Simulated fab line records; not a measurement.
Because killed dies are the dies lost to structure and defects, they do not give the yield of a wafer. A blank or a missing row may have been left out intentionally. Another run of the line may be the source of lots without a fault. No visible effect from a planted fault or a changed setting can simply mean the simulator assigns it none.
fab line records + flow nand-harc
[record]
- lots = 12
- wafers = 36
- last-day = 33
route steps=1302 shown A_CHANNEL_FILL_D1@513 A_DECK1_JOINT@530 A_ONON_D2@545 END@1302
lots untouched by any fault: they come from a run of this same line in which no faults occurred
start-h: the number of hours between the record's first day and the start of the first shown wafer of the lot + wait-h: hours since the lot's step before + " identical to the entry in the row above + L1.1+2: several wafers, shown together as one row + - no value, or no start was given + * or withheld: withheld + < > ~ a bound
route shown NAME@n: names a module that has steps shown in the file, with the first one's number in the route + usual: average and standard deviation across the fault-free wafers + same: alike in all rows + chamber/n: place in a boat + sites: each site's reading + _std_site: standard deviation of those values + _edge_site: mean of outer sites minus mean of inner sites + radius-mm: for every site, how far away it sits from the centre of the wafer + mask NAME#n: copy n + behind: the most recent tool/chamber to have shaped the wafer + hold: reason for holding the lot/hours on hold/outcome of the hold + device: names the non-switching transistor (n, p or np) + end of line: tests of these same wafers at the route's end + a step without rows: its recipe alone + killed: count of dies lost to structure and defects at first sort (not the wafer's yield) + map: the dies of a wafer, with x for killed, . for not killed, _ for no die there
set.NAME: setting as actually run; set.NAME@STEP: the setting as run at that earlier step + model.NAME: the simulator's own value behind a step, which no gauge read
the route's steps for a sample of lots (tables are steps, rows are wafers)
services: the hour from which a tool's chamber was out of use, counted from the record's first day as start-h (under 0 if before that day), plus the number of hours and why
[[steps]]
[step NHARC_A_CHANNEL_FILL_D1_CMP_10]
[recipe]
- target-thk-nm = 150
[usual]
- edge-zone-pressure-frac = 0.999/0.0046
- motor-current-A = 12.2/1.4
- slurry-filter-dp-kPa = 13.52/0.15
- time-to-endpoint-s = 15.3/2.7
| lot.wafer | tool   | chamber | start-h | wait-h | edge-zone-pressure-frac | motor-current-A | slurry-filter-dp-kPa | time-to-endpoint-s |
|-----------|--------|---------|---------|--------|-------------------------|-----------------|----------------------|--------------------|
| L554.2    | cmp-03 | 0       | 254.56  | 0.4    | 0.998                   | 14.8            | 13.41                | 13.9               |
| L554.4    | "      | 1       | "       | "      | 1.006                   | 11.5            | 13.26                | 9.9                |
| L554.5    | "      | 1       | "       | "      | 0.998                   | 11.1            | 13.60                | 12.7               |
| L555.1    | cmp-02 | 1       | 254.58  | 0.4    | 1.001                   | 10.9            | 13.35                | 17.3               |
| L555.4    | "      | 2       | "       | "      | 1.002                   | 11.9            | 13.35                | 18.2               |
| L555.2    | "      | 3       | "       | "      | 0.993                   | 11.5            | 13.43                | 16.8               |
| L557.3    | cmp-03 | 2       | 273.31  | 0.4    | 0.997                   | 10.8            | 13.32                | 15.8               |
| L557.1    | "      | 3       | "       | "      | 1.003                   | 10.4            | 13.55                | 16.6               |
| L557.4    | "      | 0       | "       | "      | 1.004                   | 14.3            | 13.45                | 17.1               |
| L558.2    | cmp-03 | 2       | 294.26  | 0.4    | 1.002                   | 10.9            | 13.80                | 17.6               |
| L558.1    | "      | 3       | "       | "      | 1.012                   | 10.8            | 13.73                | 17.0               |
| L558.3    | "      | 1       | "       | "      | 1.003                   | 10.9            | 13.36                | 10.4               |
| L559.2    | cmp-02 | 1       | 294.29  | 0.4    | 0.999                   | 10.9            | 13.47                | 10.3               |
| L559.3    | "      | 2       | "       | "      | 0.998                   | 11.9            | 13.95                | 14.9               |
| L559.5    | "      | 3       | "       | "      | 0.996                   | 12.0            | 13.26                | 14.2               |
| L563.3    | cmp-04 | 0       | 345.88  | 0.4    | 0.998                   | 11.5            | 13.29                | 16.1               |
| L563.5    | "      | 3       | "       | "      | 1.002                   | 13.6            | 13.43                | 12.7               |
| L563.6    | "      | 0       | "       | "      | 1.001                   | 11.8            | 13.47                | 18.4               |
| L564.3    | cmp-03 | 1       | 353.35  | 0.4    | 0.996                   | 11.7            | 13.49                | 14.8               |
| L564.4    | "      | 3       | "       | "      | 1.000                   | 10.4            | 13.36                | 17.2               |
| L564.5    | "      | 1       | "       | "      | 0.995                   | 11.1            | 13.54                | 12.4               |
| L567.3    | cmp-03 | 0       | 384.45  | 0.4    | 0.999                   | 13.9            | 13.30                | 15.3               |
| L567.1    | "      | 1       | "       | "      | 1.006                   | 10.6            | 13.49                | 10.3               |
| L567.6    | "      | 3       | "       | "      | 0.996                   | 10.3            | 13.58                | 16.4               |
| L568.1    | cmp-02 | 1       | 390.25  | 0.4    | 1.003                   | 10.9            | 13.76                | 14.2               |
| L568.4    | "      | 0       | "       | "      | 1.003                   | 10.8            | 13.49                | 12.4               |
| L568.5    | "      | 2       | "       | "      | 0.990                   | 11.5            | 13.47                | 13.7               |
| L570.4    | cmp-04 | 1       | 409.60  | 0.4    | 0.992                   | 12.9            | 13.45                | 19.7               |
| L570.3    | "      | 2       | "       | "      | 0.996                   | 15.0            | 13.71                | 16.5               |
| L570.5    | "      | 2       | "       | "      | 0.996                   | 14.2            | 13.45                | 20.2               |
| L571.2    | cmp-04 | 3       | 413.30  | 0.4    | 1.001                   | 13.1            | 13.33                | 10.1               |
| L571.1    | "      | 2       | "       | "      | 1.004                   | 14.8            | 13.35                | 16.7               |
| L571.5    | "      | 0       | "       | "      | 1.002                   | 11.8            | 13.48                | 15.3               |
| L576.2    | cmp-02 | 0       | 467.51  | 0.4    | 0.999                   | 10.3            | 13.48                | 15.8               |
| L576.3    | "      | 2       | "       | "      | 0.995                   | 11.4            | 13.76                | 16.5               |
| L576.6    | "      | 1       | "       | "      | 0.999                   | 11.2            | 13.45                | 13.4               |
[step NHARC_A_DECK1_JOINT_ETCHBACK_00]
[recipe]
- target-depth-a = 300
- time-s = 17.4
- hbr-flow-sccm = 150
- rf-w = 350
- icp-w = 350
- bias-w = 60
- chemistry = HBr
[usual]
- drypump-motor-current-A = 5.9/0.46
- oes-product-au = 1.000/0.0099
- throttle-valve-pct = 23.267/0.0097
| lot.wafer | tool      | chamber | start-h | wait-h | drypump-motor-current-A | oes-product-au | rf-hours-counter-h | throttle-valve-pct |
|-----------|-----------|---------|---------|--------|-------------------------|----------------|--------------------|--------------------|
| L555.4    | rie-si-01 | 0       | 265.69  | 0.1    | 6.3                     | 0.996          | 0.51               | 23.264             |
| L555.1    | "         | 2       | "       | "      | 6.1                     | 1.006          | 0.44               | 23.262             |
| L555.2    | "         | 3       | "       | "      | 6.4                     | 1.002          | 0.44               | 23.259             |
| L554.4    | rie-si-04 | 3       | 265.70  | 0.1    | 5.1                     | 0.994          | 0.56               | 23.252             |
| L554.2    | "         | 1       | "       | "      | 5.5                     | 0.979          | 0.43               | 23.261             |
| L554.5    | "         | 3       | "       | "      | 5.1                     | 0.987          | -                  | 23.271             |
| L557.4    | rie-si-01 | 2       | 284.28  | 0.1    | 6.1                     | 1.010          | 0.50               | 23.280             |
| L557.3    | "         | 3       | "       | "      | 6.4                     | 0.998          | 0.52               | 23.255             |
| L557.1    | "         | 1       | "       | "      | 6.0                     | 1.000          | 0.60               | 23.271             |
| L559.2    | rie-si-01 | 1       | 305.37  | 0.1    | 6.0                     | 1.006          | 0.69               | 23.271             |
| L559.3    | "         | 2       | "       | "      | 6.1                     | 1.002          | 0.63               | 23.261             |
| L559.5    | "         | 1       | "       | "      | 6.0                     | 1.004          | -                  | 23.265             |
| L558.2    | rie-si-04 | 2       | 305.37  | 0.1    | 5.8                     | 1.002          | 0.78               | 23.276             |
| L558.1    | "         | 3       | "       | "      | 5.1                     | 0.995          | 0.88               | 23.285             |
| L558.3    | "         | 0       | "       | "      | 6.2                     | 1.002          | 0.83               | 23.270             |
| L563.3    | rie-si-05 | 1       | 359.36  | 0.1    | 5.5                     | 0.975          | 0.32               | 23.263             |
| L563.6    | "         | 2       | "       | "      | 6.5                     | 0.995          | -                  | 23.254             |
| L563.5    | "         | 3       | "       | "      | 5.3                     | 1.000          | -                  | 23.277             |
| L564.4    | rie-si-01 | 1       | 364.47  | 0.1    | 6.0                     | 1.002          | 1.17               | 23.265             |
| L564.3    | "         | 2       | "       | "      | 6.1                     | 0.991          | 1.08               | 23.270             |
| L564.5    | "         | 0       | "       | "      | 6.3                     | 1.013          | -                  | 23.269             |
| L567.3    | rie-si-01 | 0       | 395.59  | 0.1    | 6.4                     | 1.014          | 0.10               | 23.284             |
| L567.1    | "         | 2       | "       | "      | 6.1                     | 1.002          | 0.05               | 23.285             |
| L567.6    | "         | 1       | "       | "      | 6.0                     | 0.994          | -                  | 23.251             |
| L568.4    | rie-si-01 | 3       | 401.39  | 0.1    | 6.4                     | 1.018          | 0.07               | 23.253             |
| L568.1    | "         | 0       | "       | "      | 6.3                     | 1.012          | 0.13               | 23.270             |
| L568.5    | "         | 0       | "       | "      | 6.4                     | 1.015          | -                  | 23.277             |
| L570.3    | rie-si-05 | 2       | 420.78  | 0.1    | 6.5                     | 0.998          | 0.75               | 23.272             |
| L570.4    | "         | 3       | "       | "      | 5.2                     | 0.998          | 0.62               | 23.271             |
| L570.5    | "         | 3       | "       | "      | 5.2                     | 1.006          | -                  | 23.274             |
| L571.1    | rie-si-05 | 3       | 424.28  | 0.1    | 5.2                     | 0.992          | 0.66               | 23.257             |
| L571.2    | "         | 2       | "       | "      | 6.5                     | 0.993          | 0.79               | 23.248             |
| L571.5    | "         | 3       | "       | "      | 5.2                     | 0.986          | -                  | 23.280             |
| L576.3    | rie-si-04 | 0       | 479.22  | 0.1    | 6.2                     | 0.993          | 1.06               | 23.251             |
| L576.2    | "         | 1       | "       | "      | 5.5                     | 1.009          | 0.95               | 23.281             |
| L576.6    | "         | 3       | "       | "      | 5.1                     | 1.000          | -                  | 23.262             |
[step NHARC_A_DECK1_JOINT_CMP_02]
[recipe]
- material = SiOx
[usual]
- edge-zone-pressure-frac = 0.999/0.0051
- motor-current-A = 11.5/1
- slurry-filter-dp-kPa = 13.49/0.14
| lot.wafer | tool   | chamber | start-h | wait-h | edge-zone-pressure-frac | motor-current-A | slurry-filter-dp-kPa |
|-----------|--------|---------|---------|--------|-------------------------|-----------------|----------------------|
| L554.4    | cmp-02 | 1       | 283.37  | 0.4    | 1.008                   | 11.4            | 13.57                |
| L554.2    | "      | 2       | "       | "      | 0.995                   | 11.6            | 13.64                |
| L554.5    | "      | 2       | "       | "      | 1.003                   | 11.1            | 13.67                |
| L555.1    | cmp-02 | 3       | 283.52  | 0.5    | 1.001                   | 11.6            | 13.24                |
| L555.2    | "      | 1       | "       | "      | 0.999                   | 10.9            | 13.64                |
| L555.4    | "      | 2       | "       | "      | 1.000                   | 11.6            | 13.36                |
| L557.4    | cmp-01 | 1       | 311.91  | 0.4    | 0.998                   | 10.9            | 13.34                |
| L557.3    | "      | 3       | "       | "      | 1.004                   | 11.0            | 13.55                |
| L557.1    | "      | 0       | "       | "      | 1.005                   | 10.7            | 13.34                |
| L559.3    | cmp-03 | 3       | 330.71  | 0.4    | 0.992                   | 10.4            | 13.56                |
| L559.2    | "      | 1       | "       | "      | 1.001                   | 11.2            | 13.41                |
| L559.5    | "      | 3       | "       | "      | 0.993                   | 10.5            | 13.44                |
| L558.3    | cmp-01 | 1       | 330.71  | 0.4    | 0.993                   | 10.5            | 13.60                |
| L558.2    | "      | 2       | "       | "      | 1.007                   | 13.4            | 13.54                |
| L558.1    | "      | 0       | "       | "      | 0.999                   | 11.0            | 13.53                |
| L563.3    | cmp-03 | 0       | 381.35  | 0.4    | 1.004                   | 14.3            | 13.48                |
| L563.6    | "      | 2       | "       | "      | 1.007                   | 11.3            | 13.43                |
| L563.5    | "      | 3       | "       | "      | 0.998                   | 10.1            | 13.56                |
| L564.3    | cmp-03 | 2       | 391.68  | 0.4    | 1.002                   | 11.1            | 13.49                |
| L564.4    | "      | 1       | "       | "      | 0.998                   | 11.3            | 13.57                |
| L564.5    | "      | 2       | "       | "      | 0.995                   | 11.3            | 13.63                |
| L567.1    | cmp-02 | 2       | 420.23  | 0.4    | 0.998                   | 11.3            | 13.46                |
| L567.3    | "      | 0       | "       | "      | 0.996                   | 11.7            | 13.71                |
| L567.6    | "      | 3       | "       | "      | 1.004                   | 11.6            | 13.49                |
| L568.4    | cmp-01 | 0       | 425.77  | 0.4    | 0.993                   | 11.0            | 13.81                |
| L568.1    | "      | 1       | "       | "      | 1.004                   | 11.3            | 13.68                |
| L568.5    | "      | 1       | "       | "      | 1.001                   | 10.5            | 13.52                |
| L570.3    | cmp-02 | 1       | 445.95  | 0.4    | 0.998                   | 11.2            | 13.43                |
| L570.4    | "      | 2       | "       | "      | 0.994                   | 11.6            | 13.50                |
| L570.5    | "      | 1       | "       | "      | 0.999                   | 11.5            | 13.70                |
| L571.1    | cmp-01 | 2       | 446.00  | 0.4    | 1.003                   | 12.3            | 13.11                |
| L571.2    | "      | 3       | "       | "      | 1.000                   | 11.6            | 13.40                |
| L571.5    | "      | 2       | "       | "      | 1.005                   | 13.1            | 13.61                |
| L576.2    | cmp-02 | 1       | 501.31  | 0.4    | 1.007                   | 11.3            | 13.62                |
| L576.3    | "      | 2       | "       | "      | 1.000                   | 11.7            | 13.71                |
| L576.6    | "      | 1       | "       | "      | 0.998                   | 11.2            | 13.33                |
[step NHARC_A_ONON_D2_DEP_00]
[recipe]
- target-thk-a = 10000
- n2-flow-sccm = 2750
- n2o-flow-sccm = 2000
- nh3-flow-sccm = 500
- sih4-flow-sccm = 210
- temp-c = 400
| lot.wafer  | tool          | chamber | start-h | wait-h |
|------------|---------------|---------|---------|--------|
| L554.2+4+5 | pecvd-onon-01 | 0       | 284.20  | 0.1    |
| L555.1+2+4 | pecvd-onon-04 | 0       | 284.29  | 0.1    |
| L557.1+3+4 | pecvd-onon-01 | 0       | 312.74  | 0.1    |
| L559.2+3+5 | pecvd-onon-04 | 0       | 331.54  | 0.1    |
| L558.1+2+3 | pecvd-onon-01 | 0       | 331.57  | 0.1    |
| L563.3+5+6 | pecvd-onon-04 | 0       | 382.19  | 0.2    |
| L564.3+4+5 | pecvd-onon-01 | 0       | 392.57  | 0.2    |
| L567.1+3+6 | pecvd-onon-04 | 0       | 421.06  | 0.1    |
| L568.1+4+5 | pecvd-onon-04 | 0       | 426.54  | 0.1    |
| L570.3+4+5 | pecvd-onon-04 | 0       | 446.84  | 0.2    |
| L571.1+2+5 | pecvd-onon-01 | 0       | 446.89  | 0.1    |
| L576.2+3+6 | pecvd-onon-03 | 0       | 502.14  | 0.1    |
[step NHARC_A_ONON_D2_THK_MEAS_02]
[recipe]
- thk-meas-gauge = ellipsometry
[usual]
- thk-nm = 1004/7.1
| lot.wafer | tool          | chamber | start-h | wait-h | thk-nm |
|-----------|---------------|---------|---------|--------|--------|
| L554.2    | film-metro-01 | -       | 284.66  | -      | 1011   |
| L554.4    | "             | -       | "       | "      | 1009   |
| L554.5    | "             | -       | "       | "      | 1008   |
| L555.1    | film-metro-01 | -       | 284.80  | -      | 1010   |
| L555.2    | "             | -       | "       | "      | 1012   |
| L555.4    | "             | -       | "       | "      | 1014   |
| L557.1    | film-metro-01 | -       | 313.24  | -      | 1011   |
| L557.3    | "             | -       | "       | "      | 1009   |
| L557.4    | "             | -       | "       | "      | 1012   |
| L559.2    | film-metro-01 | -       | 331.99  | -      | 1001   |
| L559.3    | "             | -       | "       | "      | 999    |
| L559.5    | "             | -       | "       | "      | 999    |
| L558.1    | film-metro-02 | -       | 332.08  | -      | 996    |
| L558.2    | "             | -       | "       | "      | 996    |
| L558.3    | "             | -       | "       | "      | 997    |
| L563.3    | film-metro-01 | -       | 382.59  | -      | 995    |
| L563.5    | "             | -       | "       | "      | 995    |
| L563.6    | "             | -       | "       | "      | 996    |
| L564.3    | film-metro-01 | -       | 392.96  | -      | 1017   |
| L564.4    | "             | -       | "       | "      | 1018   |
| L564.5    | "             | -       | "       | "      | 1018   |
| L567.1    | film-metro-02 | -       | 421.58  | -      | 1007   |
| L567.3    | "             | -       | "       | "      | 1008   |
| L567.6    | "             | -       | "       | "      | 1009   |
| L568.1    | film-metro-01 | -       | 427.04  | -      | 670    |
| L568.4    | "             | -       | "       | "      | 672    |
| L568.5    | "             | -       | "       | "      | 671    |
| L570.3    | film-metro-02 | -       | 447.24  | -      | 1003   |
| L570.4    | "             | -       | "       | "      | 664    |
| L570.5    | "             | -       | "       | "      | 665    |
| L571.1    | film-metro-02 | -       | 447.40  | -      | 1011   |
| L571.2    | "             | -       | "       | "      | 1009   |
| L571.5    | "             | -       | "       | "      | 1010   |
| L576.2    | film-metro-02 | -       | 502.59  | -      | 999    |
| L576.3    | "             | -       | "       | "      | 1001   |
| L576.6    | "             | -       | "       | "      | 1000   |
[step NHARC_END_SORT_01]
[recipe]
- temp-c = 25
[usual]
- killed-at-array = 55/19
- killed-at-other = 0.8/1.1
- killed-at-periphery = 4.0/2.6
- killed-dies = 60/20
- killed-open = 3.4/1.7
- killed-short = 2.6/1.5
[same]
- gross-dies = 677
| lot.wafer | tool      | chamber | start-h | wait-h | killed-at-array | killed-at-other | killed-at-periphery | killed-dies | killed-open | killed-short |
|-----------|-----------|---------|---------|--------|-----------------|-----------------|---------------------|-------------|-------------|--------------|
| L555.1    | prober-02 | 0       | 571.24  | 2.5    | 79              | 2               | 3                   | 84          | 4           | 0            |
| L555.2    | prober-02 | 0       | 572.04  | 2.8    | 74              | 0               | 5                   | 79          | 2           | 5            |
| L555.4    | prober-02 | 0       | 573.62  | 3.4    | 77              | 1               | 1                   | 79          | 2           | 4            |
| L554.2    | prober-02 | 0       | 590.49  | 2.8    | 46              | 0               | 2                   | 48          | 4           | 2            |
| L554.4    | prober-02 | 0       | 592.11  | 3.4    | 41              | 1               | 5                   | 47          | 2           | 1            |
| L554.5    | prober-02 | 0       | 592.92  | 3.7    | 39              | 0               | 5                   | 44          | 5           | 4            |
| L558.1    | prober-02 | 0       | 618.20  | 2.5    | 98              | 0               | 4                   | 102         | 3           | 5            |
| L558.2    | prober-02 | 0       | 618.99  | 2.8    | 75              | 0               | 7                   | 82          | 9           | 4            |
| L558.3    | prober-02 | 0       | 619.79  | 3.1    | 63              | 0               | 2                   | 65          | 1           | 1            |
| L559.2    | prober-01 | 0       | 623.15  | 2.8    | 49              | 0               | 3                   | 52          | 6           | 4            |
| L559.3    | prober-01 | 0       | 623.95  | 3.1    | 38              | 3               | 1                   | 42          | 4           | 0            |
| L559.5    | prober-01 | 0       | 625.55  | 3.7    | 46              | 0               | 6                   | 52          | 5           | 4            |
| L564.3    | prober-02 | 0       | 684.07  | 3.1    | 45              | 4               | 5                   | 54          | 3           | 4            |
| L564.4    | prober-02 | 0       | 684.86  | 3.4    | 46              | 5               | 2                   | 53          | 2           | 4            |
| L564.5    | prober-02 | 0       | 685.65  | 3.6    | 37              | 3               | 2                   | 42          | 0           | 1            |
| L568.1    | prober-01 | 0       | 710.11  | 2.5    | 670             | 0               | 7                   | 677         | 2           | 3            |
| L568.4    | prober-01 | 0       | 712.52  | 3.4    | 676             | 0               | 1                   | 677         | 2           | 1            |
| L568.5    | prober-01 | 0       | 713.32  | 3.7    | 675             | 0               | 2                   | 677         | 2           | 3            |
| L570.3    | prober-02 | 0       | 741.19  | 3.1    | 77              | 0               | 11                  | 88          | 2           | 3            |
| L570.4    | prober-02 | 0       | 741.99  | 3.4    | 667             | 1               | 9                   | 677         | 2           | 4            |
| L570.5    | prober-02 | 0       | 742.78  | 3.7    | 670             | 0               | 7                   | 677         | 2           | 3            |
// killed by level:class
L555.1 A_CHANNEL_HOLE_D1:chamber-film-flake=30 A_SLIT:chamber-film-flake=29 A_CHANNEL_HOLE_D2:chamber-film-flake=6 P_GATE:chamber-film-flake=3 A_CONTACT:chamber-film-flake=3 A_ZERO_WELL:chamber-film-flake=2 A_DECK1_JOINT:chamber-film-flake=2 A_STAIRCASE:chamber-film-flake=2
L555.2 A_CHANNEL_HOLE_D1:chamber-film-flake=30 A_SLIT:chamber-film-flake=23 A_CHANNEL_HOLE_D2:chamber-film-flake=6 A_CONTACT:chamber-film-flake=4 P_GATE:chamber-film-flake=3 A_ZERO_WELL:chamber-film-flake=3 A_WL_FILL:chamber-film-flake=3 A_WL_FILL:geometric-particle:short=2
L555.4 A_CHANNEL_HOLE_D1:chamber-film-flake=30 A_SLIT:chamber-film-flake=23 A_CHANNEL_HOLE_D2:chamber-film-flake=9 A_ZERO_WELL:chamber-film-flake=5 A_ONON_D2:geometric-particle:short=2 A_CHANNEL_FILL_D1:chamber-film-flake=2 A_CHANNEL_FILL_D1:geometric-particle:short=1 A_DECK1_JOINT:geometric-particle:open=1
L554.2 A_CHANNEL_HOLE_D2:chamber-film-flake=31 A_ZERO_WELL:chamber-film-flake=4 A_CHANNEL_HOLE_D1:chamber-film-flake=3 A_SGD_CUT:chamber-film-flake=2 P_CONTACT:geometric-particle:open=1 P_M0:geometric-particle:open=1 A_CHANNEL_FILL_D1:geometric-particle:short=1 A_ONON_D2:geometric-particle:open=1
L554.4 A_CHANNEL_HOLE_D2:chamber-film-flake=35 P_STI:chamber-film-flake=2 P_GATE:chamber-film-flake=2 P_STI:geometric-particle:open=1 A_ONON_D1:geometric-particle:open=1 A_CHANNEL_FILL_D2:geometric-particle:short=1 A_ZERO_WELL:chamber-film-flake=1 A_STAIRCASE:chamber-film-flake=1
L554.5 A_CHANNEL_HOLE_D2:chamber-film-flake=26 A_CHANNEL_HOLE_D1:chamber-film-flake=3 A_WL_FILL:geometric-particle:open=2 A_STAIRCASE:chamber-film-flake=2 P_CONTACT:geometric-particle:short=1 P_M1:geometric-particle:open=1 P_M2:geometric-particle:short=1 P_M2:geometric-particle:open=1
L558.1 A_SLIT:chamber-film-flake=39 A_CHANNEL_HOLE_D1:chamber-film-flake=33 A_CONTACT:chamber-film-flake=12 P_ZERO_WELL:chamber-film-flake=3 A_CHANNEL_HOLE_D2:chamber-film-flake=3 A_CHANNEL_FILL_D1:geometric-particle:short=2 A_BLC:chamber-film-flake=2 P_M0:geometric-particle:open=1
L558.2 A_CHANNEL_HOLE_D1:chamber-film-flake=33 A_SLIT:chamber-film-flake=17 A_CONTACT:chamber-film-flake=6 A_CHANNEL_HOLE_D2:chamber-film-flake=5 A_CHANNEL_FILL_D1:chamber-film-flake=4 A_CHANNEL_FILL_D1:geometric-particle:open=3 P_CONTACT:geometric-particle:open=2 A_ONON_D2:geometric-particle:short=2
L558.3 A_CHANNEL_HOLE_D1:chamber-film-flake=36 A_SLIT:chamber-film-flake=17 A_CHANNEL_HOLE_D2:chamber-film-flake=6 A_CONTACT:chamber-film-flake=2 A_CHANNEL_FILL_D1:geometric-particle:open=1 A_SGD_CUT:geometric-particle:short=1 P_ZERO_WELL:chamber-film-flake=1 P_CONTACT:chamber-film-flake=1
L559.2 A_CHANNEL_HOLE_D2:chamber-film-flake=28 P_ZERO_WELL:chamber-film-flake=3 A_CHANNEL_HOLE_D1:chamber-film-flake=3 A_CONTACT:chamber-film-flake=3 A_CHANNEL_FILL_D1:geometric-particle:open=2 A_M1:geometric-particle:open=2 A_ZERO_WELL:chamber-film-flake=2 A_SOURCE_PLATE:geometric-particle:short=1
L559.3 A_CHANNEL_HOLE_D2:chamber-film-flake=26 A_CHANNEL_HOLE_D1:chamber-film-flake=5 A_ZERO_WELL:chamber-film-flake=2 THIN_TSV:chamber-film-flake=2 A_ONON_D1:geometric-particle:open=1 A_CHANNEL_FILL_D1:geometric-particle:open=1 A_CHANNEL_FILL_D2:geometric-particle:open=1 STARTING-WAFER:geometric-particle:open=1
L559.5 A_CHANNEL_HOLE_D2:chamber-film-flake=26 A_CHANNEL_HOLE_D1:chamber-film-flake=5 P_ZERO_WELL:chamber-film-flake=3 A_CONTACT:chamber-film-flake=3 P_M0:geometric-particle:short=2 A_CHANNEL_FILL_D1:geometric-particle:open=2 A_ZERO_WELL:chamber-film-flake=2 P_M0:geometric-particle:open=1
L564.3 A_CHANNEL_HOLE_D2:chamber-film-flake=19 A_CHANNEL_HOLE_D1:chamber-film-flake=8 A_STAIRCASE:chamber-film-flake=4 THIN_TSV:chamber-film-flake=4 A_DECK1_JOINT:chamber-film-flake=3 A_SLIT:chamber-film-flake=3 A_CHANNEL_FILL_D1:geometric-particle:short=2 A_CONTACT:chamber-film-flake=2
L564.4 A_CHANNEL_HOLE_D2:chamber-film-flake=18 A_STAIRCASE:chamber-film-flake=6 A_M1:chamber-film-flake=5 THIN_TSV:chamber-film-flake=5 A_CHANNEL_HOLE_D1:chamber-film-flake=4 A_SLIT:chamber-film-flake=3 A_CONTACT:chamber-film-flake=3 A_CONTACT:geometric-particle:short=2
L564.5 A_CHANNEL_HOLE_D2:chamber-film-flake=15 A_CHANNEL_HOLE_D1:chamber-film-flake=7 A_STAIRCASE:chamber-film-flake=4 A_SLIT:chamber-film-flake=3 A_CONTACT:chamber-film-flake=3 THIN_TSV:chamber-film-flake=3 A_M1:chamber-film-flake=2 A_M0:geometric-particle:short=1
L568.1 A_ONON_D2:area-dep=626 A_SLIT:chamber-film-flake=21 A_CHANNEL_HOLE_D1:chamber-film-flake=11 P_GATE:chamber-film-flake=3 P_BONDPAD:chamber-film-flake=3 A_CHANNEL_FILL_D2:chamber-film-flake=3 A_STAIRCASE:chamber-film-flake=3 P_STI:geometric-particle:short=1
L568.4 A_ONON_D2:area-dep=629 A_SLIT:chamber-film-flake=33 A_CHANNEL_HOLE_D1:chamber-film-flake=5 A_DECK1_JOINT:chamber-film-flake=3 A_CHANNEL_FILL_D2:chamber-film-flake=3 A_DECK1_JOINT:geometric-particle:open=1 A_ONON_D2:geometric-particle:open=1 A_SGD_CUT:geometric-particle:short=1
L568.5 A_ONON_D2:area-dep=638 A_SLIT:chamber-film-flake=22 A_CHANNEL_HOLE_D1:chamber-film-flake=5 A_ONON_D1:geometric-particle:short=2 A_BLC:geometric-particle:open=2 P_GATE:chamber-film-flake=2 A_STAIRCASE:chamber-film-flake=2 A_M0:geometric-particle:short=1
L570.3 A_CHANNEL_HOLE_D1:chamber-film-flake=33 A_CHANNEL_HOLE_D2:chamber-film-flake=18 A_SLIT:chamber-film-flake=15 P_M2:chamber-film-flake=6 P_GATE:chamber-film-flake=3 A_STAIRCASE:chamber-film-flake=2 A_CONTACT:chamber-film-flake=2 A_ONON_D1:geometric-particle:open=1
L570.4 A_ONON_D2:area-dep=564 A_CHANNEL_HOLE_D1:chamber-film-flake=30 A_SLIT:chamber-film-flake=28 A_CHANNEL_HOLE_D2:chamber-film-flake=20 A_CONTACT:chamber-film-flake=11 P_GATE:chamber-film-flake=6 A_STAIRCASE:chamber-film-flake=4 A_SGD_CUT:chamber-film-flake=4
L570.5 A_ONON_D2:area-dep=574 A_CHANNEL_HOLE_D1:chamber-film-flake=28 A_SLIT:chamber-film-flake=27 A_CHANNEL_HOLE_D2:chamber-film-flake=20 A_CONTACT:chamber-film-flake=12 A_STAIRCASE:chamber-film-flake=3 P_M2:chamber-film-flake=2 A_SGD_CUT:chamber-film-flake=2
[[services]]
| tool          | chamber | start-h | hours | kind   |
|---------------|---------|---------|-------|--------|
| cmp-02        | -       | 232.50  | 4.0   | pm     |
| cmp-03        | -       | 260.33  | 4.0   | pm     |
| cmp-02        | -       | 260.38  | 0.3   | repair |
| pecvd-onon-01 | -       | 269.13  | 13.0  | pm     |
| cmp-01        | -       | 280.31  | 1.3   | repair |
| cmp-01        | -       | 284.03  | 4.0   | pm     |
| cmp-02        | -       | 306.59  | 4.2   | repair |
| pecvd-onon-04 | -       | 311.00  | 13.0  | pm     |
| cmp-02        | -       | 330.50  | 4.0   | pm     |
| cmp-03        | -       | 343.09  | 0.4   | repair |
| cmp-03        | -       | 358.33  | 4.0   | pm     |
| rie-si-01     | -       | 370.05  | 9.0   | pm     |
| cmp-03        | -       | 378.63  | 2.0   | repair |
| rie-si-01     | 3       | 389.78  | 7.9   | repair |
| cmp-02        | -       | 428.50  | 4.0   | pm     |
| pecvd-onon-01 | -       | 450.13  | 13.0  | pm     |
| cmp-02        | -       | 452.40  | 1.7   | repair |
| cmp-03        | -       | 453.92  | 3.0   | repair |
| cmp-03        | -       | 474.58  | 0.8   | repair |
| cmp-02        | -       | 477.46  | 0.7   | repair |
| cmp-03        | -       | 483.79  | 3.0   | repair |
| rie-si-01     | 1       | 491.86  | 5.1   | repair |
| pecvd-onon-04 | -       | 492.00  | 13.0  | pm     |
| rie-si-01     | -       | 493.35  | 0.8   | repair |
[[key]]
[first-sign]
- step = NHARC_A_ONON_D2_THK_MEAS_02
- reading = thk-nm
- direction = down
- sigmas = 47
- usual = 1004
- struck = 668
[effect]
- step = NHARC_END_SORT_01
- reading = killed-at-array
- direction = up
- sigmas = 32
- usual = 55
- struck = 672
[more-kills-born-at]
- NHARC_A_ONON_D2_DEP_00@pecvd-onon-04 = 3031
met-at NHARC_A_ONON_D2_DEP_00
struck-lots L568,L570
struck-wafers L568.1,L568.4,L568.5,L570.4,L570.5
later-rows-left-out L568.1,L568.4,L568.5,L570.4,L570.5
tester-left-out L568,L570
not-acting-at NHARC_A_CHANNEL_FILL_D1_CMP_10,NHARC_A_DECK1_JOINT_ETCHBACK_00,NHARC_A_DECK1_JOINT_CMP_02
onset-between 421.06 426.54
[fault]
- kind = process-parameter-drift
- tool = pecvd-onon-04
- chamber = -
- onset-h = 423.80
- steps = NHARC_A_ONON_D2_DEP_00
- channel = target-thk-a
- offset = *
- shape = step
- end-h = 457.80
- scope = struck-wafers-only
- acts-in = *
- stated = *
// tester-left-out: of these lots the tester's yield and bins aren't shown, on N5 and GAA mostly nor the transistor test; their killed dies are dies lost to structure and defects alone, not to doping, threshold or leakage, so they don't give the yield
// later-rows-left-out: the simulator's readings of these wafers behind a module that went badly wrong aren't trusted and aren't shown, but for the sort
